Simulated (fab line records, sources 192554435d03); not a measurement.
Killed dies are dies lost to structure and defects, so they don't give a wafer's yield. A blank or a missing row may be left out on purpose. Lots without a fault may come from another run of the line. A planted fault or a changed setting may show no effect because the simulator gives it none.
Split-lot experiment | flow n5_finfet | 7 lots, 39 wafers read, on a route of 1938 steps

THE SPLIT
At N5_SD_EPI_P_EPI_21 (deposits SiGe:B, time 355 s), the setting time_s was moved away from the recipe's 355 s on 12 of the 39 wafers read, by -50.9% to +59.8%. The other wafers ran this setting at the recipe's value.

The reading is taken at the split's own step.

THE READING
SiGe-B_of_SD_EPI_P_EPI_21.thk_nm (the simulator's own value, which no gauge read), in nm, at N5_SD_EPI_P_EPI_21 (deposits SiGe:B, time 355 s). The file gives no usual value for it. The 27 wafers here that ran the recipe average 61.0 nm, standard deviation 0.51 nm.

wafer  | tool, chamber at the split | time_s as run, s | against the recipe | SiGe-B_of_SD_EPI_P_EPI_21.thk_nm, nm | against lot-mates on the recipe
L076.1 | epi_rpcvd-04, 0            | 355              | recipe             | 61.2                                 | -
L076.3 | epi_rpcvd-04, 0            | 355              | recipe             | 61.2                                 | -
L076.5 | epi_rpcvd-04, 0            | 355              | recipe             | 61.2                                 | -
L076.2 | epi_rpcvd-04, 0            | 355              | recipe             | 62                                   | -
L076.4 | epi_rpcvd-04, 0            | 355              | recipe             | 61.4                                 | -
L076.6 | epi_rpcvd-04, 0            | 355              | recipe             | 61                                   | -
L079.1 | epi_rpcvd-04, 0            | 355              | recipe             | 60.6                                 | -
L079.6 | epi_rpcvd-04, 0            | 355              | recipe             | 60.6                                 | -
L079.2 | epi_rpcvd-04, 0            | 355              | recipe             | 60.4                                 | -
L079.3 | epi_rpcvd-04, 0            | 355              | recipe             | 61                                   | -
L079.4 | epi_rpcvd-04, 0            | 355              | recipe             | 61.8                                 | -
L079.5 | epi_rpcvd-04, 0            | 355              | recipe             | 61.2                                 | -
L080.1 | epi_rpcvd-04, 0            | 355              | recipe             | 62.4                                 | -
L080.2 | epi_rpcvd-04, 0            | 567.3            | +59.8%             | 84.8                                 | +23.1
L080.6 | epi_rpcvd-04, 0            | 567.3            | +59.8%             | 84.8                                 | +23.1
L080.3 | epi_rpcvd-04, 0            | 355              | recipe             | 61.2                                 | -
L080.4 | epi_rpcvd-04, 0            | 355              | recipe             | 61.6                                 | -
L080.5 | epi_rpcvd-04, 0            | 567.3            | +59.8%             | 85.4                                 | +23.7
L083.1 | epi_rpcvd-02, 0            | 355              | recipe             | 61                                   | -
L083.2 | epi_rpcvd-02, 0            | 355              | recipe             | 61                                   | -
L083.3 | epi_rpcvd-02, 0            | 174.3            | -50.9%             | 32.4                                 | -28.5
L083.4 | epi_rpcvd-02, 0            | 174.3            | -50.9%             | 33                                   | -27.9
L083.5 | epi_rpcvd-02, 0            | 174.3            | -50.9%             | 32.8                                 | -28.1
L083.6 | epi_rpcvd-02, 0            | 355              | recipe             | 60.8                                 | -
L085.3 | epi_rpcvd-04, 0            | 355              | recipe             | 61                                   | -
L085.4 | epi_rpcvd-04, 0            | 355              | recipe             | 60.2                                 | -
L085.5 | epi_rpcvd-04, 0            | 355              | recipe             | 60                                   | -
L090.1 | epi_rpcvd-04, 0            | 224.3            | -36.8%             | 42.2                                 | -18.7
L090.2 | epi_rpcvd-04, 0            | 224.3            | -36.8%             | 42.2                                 | -18.7
L090.3 | epi_rpcvd-04, 0            | 355              | recipe             | 61                                   | -
L090.4 | epi_rpcvd-04, 0            | 224.3            | -36.8%             | 42.4                                 | -18.5
L090.5 | epi_rpcvd-04, 0            | 355              | recipe             | 60.8                                 | -
L090.6 | epi_rpcvd-04, 0            | 355              | recipe             | 60.8                                 | -
L091.1 | epi_rpcvd-04, 0            | 538.5            | +51.7%             | 81.6                                 | +20.9
L091.2 | epi_rpcvd-04, 0            | 538.5            | +51.7%             | 81.2                                 | +20.5
L091.3 | epi_rpcvd-04, 0            | 355              | recipe             | 60.8                                 | -
L091.4 | epi_rpcvd-04, 0            | 355              | recipe             | 60.4                                 | -
L091.5 | epi_rpcvd-04, 0            | 538.5            | +51.7%             | 80.8                                 | +20.1
L091.6 | epi_rpcvd-04, 0            | 355              | recipe             | 61                                   | -

THE FIT
A straight line over all 39 wafers: SiGe-B_of_SD_EPI_P_EPI_21.thk_nm changes by +0.454 nm for each +1% of time_s; r = +0.99; the points scatter about the line by 1.8 nm.
The same after taking each lot's own level away (the mean of its wafers on the recipe; 39 wafers): +0.451 nm for each +1%; r = +0.99; scatter 1.8 nm.
On that fit, the largest move of time_s shifts the reading by 27 nm.
The lots' own levels span 60.40 to 61.73 nm, that is 2.6 times the standard deviation above.
So the lot-to-lot level changes the slope little: the two slopes agree.
Check: with one of the wafers moved furthest among these (+59.8%) left out of the fit, the line predicts +26.3 nm for it against its lot-mates. It came out at +23.1 nm against them.

OTHER SPLITS ON THESE WAFERS
These wafers also went through other splits before the reading. Each is held against what the fit with the lots' levels taken away leaves over:
other split on the same wafers    | wafers away from the commonest value | r with SiGe-B_of_SD_EPI_P_EPI_21.thk_nm (lot level and that fit taken away)
N5_DUMMY_GATE_ALD_02 target_thk_a | 9                                    | -0.22

THE WHOLE CHAIN: every reading that the file lists as answering this split, in the file's order
step                        | what it does                 | reading                                                                           | change (the file's fit)                                                            | r (the file's)
N5_SD_EPI_P_EPI_21          | deposits SiGe:B, time 355 s  | SiGe-B_of_SD_EPI_P_EPI_21.thk_nm (the simulator's own value, which no gauge read) | +0.448 nm for each +1% of the setting                                              | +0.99
N5_SD_EPI_P_EPI_MEAS_23     |                              | thk_nm                                                                            | withheld for each +1% of the setting                                               | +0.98
N5_SD_ACTIVATION_RS_MEAS_03 | measures by four-point-probe | RS_SD_P                                                                           | not straight: 105.7 at the lowest setting, 56.0 at the recipe, 40.4 at the highest | not given

THE FILE'S OWN FIT
SiGe-B_of_SD_EPI_P_EPI_21.thk_nm changes by +0.448 nm for each +1% of time_s, r = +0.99.
